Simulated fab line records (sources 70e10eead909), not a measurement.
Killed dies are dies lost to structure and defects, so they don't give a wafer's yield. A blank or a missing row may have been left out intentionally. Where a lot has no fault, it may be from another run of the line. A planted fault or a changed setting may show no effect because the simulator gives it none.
Which tool was responsible? || flow nand harc || 7 lots with 21 wafers sampled at 4 steps, on a route of 1302 steps

WHAT THE GAUGES READ, wafer by wafer
NHARC_END_SORT_01.
{"lot": "L889", "measured": "day 28 16:53", "on": "prober-01", "killed at other": "610 613 625"}
{"lot": "L898", "measured": "day 30 15:19", "on": "prober-01", "killed at other": "1 0 1"}
{"lot": "L903", "measured": "day 34 19:25", "on": "prober-02", "killed at other": "0 1 1"}

EACH LOT AND THE TOOL THAT RAN IT (in order: tool; ch and the chambers of the sampled wafers; start)
{"lot": "L882", "NHARC_THIN_TSV_CMP_01": "cmp-01 ch 0,1,3, day 24 07:36", "NHARC_THIN_TSV_PVD_51": "pvd sputter-01, day 24 12:35 or earlier", "NHARC_THIN_TSV_ECD_20": "ecd cu-01 ch 0,1, day 24 12:35"}
{"lot": "L885", "NHARC_THIN_TSV_CMP_01": "cmp-01 ch 0,1,2, day 24 21:10", "NHARC_THIN_TSV_PVD_51": "pvd sputter-02, day 25 02:01 or earlier", "NHARC_THIN_TSV_ECD_20": "ecd cu-02 ch 0,1, day 25 02:01"}
{"lot": "L889", "NHARC_THIN_TSV_CMP_01": "cmp-03 ch 0,1,2, day 28 01:05", "NHARC_THIN_TSV_PVD_51": "pvd sputter-02, day 28 05:38 or earlier", "NHARC_THIN_TSV_ECD_20": "ecd cu-02 ch 0,1, day 28 05:38"}
{"lot": "L898", "NHARC_THIN_TSV_CMP_01": "cmp-01 ch 0,1,3, day 29 23:09", "NHARC_THIN_TSV_PVD_51": "pvd sputter-02, day 30 03:45 or earlier", "NHARC_THIN_TSV_ECD_20": "ecd cu-01 ch 0,1, day 30 03:45"}
{"lot": "L901", "NHARC_THIN_TSV_CMP_01": "cmp-01 ch 0,1,3, day 31 16:37", "NHARC_THIN_TSV_PVD_51": "pvd sputter-02, day 31 21:42 or earlier", "NHARC_THIN_TSV_ECD_20": "ecd cu-02 ch 0,1, day 31 21:42"}
{"lot": "L902", "NHARC_THIN_TSV_CMP_01": "cmp-04 ch 0,3, day 32 11:55", "NHARC_THIN_TSV_PVD_51": "pvd sputter-03, day 32 16:44 or earlier", "NHARC_THIN_TSV_ECD_20": "ecd cu-02 ch 0,1, day 32 16:44"}
{"lot": "L903", "NHARC_THIN_TSV_CMP_01": "cmp-01 ch 0,1,3, day 34 02:17", "NHARC_THIN_TSV_PVD_51": "pvd sputter-02, day 34 06:48 or earlier", "NHARC_THIN_TSV_ECD_20": "ecd cu-02 ch 0,1, day 34 06:48"}
- NHARC_THIN_TSV_CMP_01: polishes.
- NHARC_THIN_TSV_PVD_51: deposits Cu, target thk 100 nm.
- NHARC_THIN_TSV_ECD_20: material Cu, target thk 2000 nm.

THE ANSWER, worked out from the rows above alone
Rule: the lots themselves supply what counts as usual. The widest of any qualifying gaps counts: lots, ordered by their means at a reading, are off when they make up no more than a third of the lots, leave a main group of 4 or more, and stand apart from it by 3 or more times the standard deviation of that group's means. Not used: any main group whose means are identical at the precision the tables above print for the reading. Also off: a lot with no number at a reading for which 4 or more lots have one. All remaining lots with rows at the step are treated as sound.
Across all readings shown, no lot is off: no conclusion can be drawn from this.

WHAT THE SIMULATOR PUT IN
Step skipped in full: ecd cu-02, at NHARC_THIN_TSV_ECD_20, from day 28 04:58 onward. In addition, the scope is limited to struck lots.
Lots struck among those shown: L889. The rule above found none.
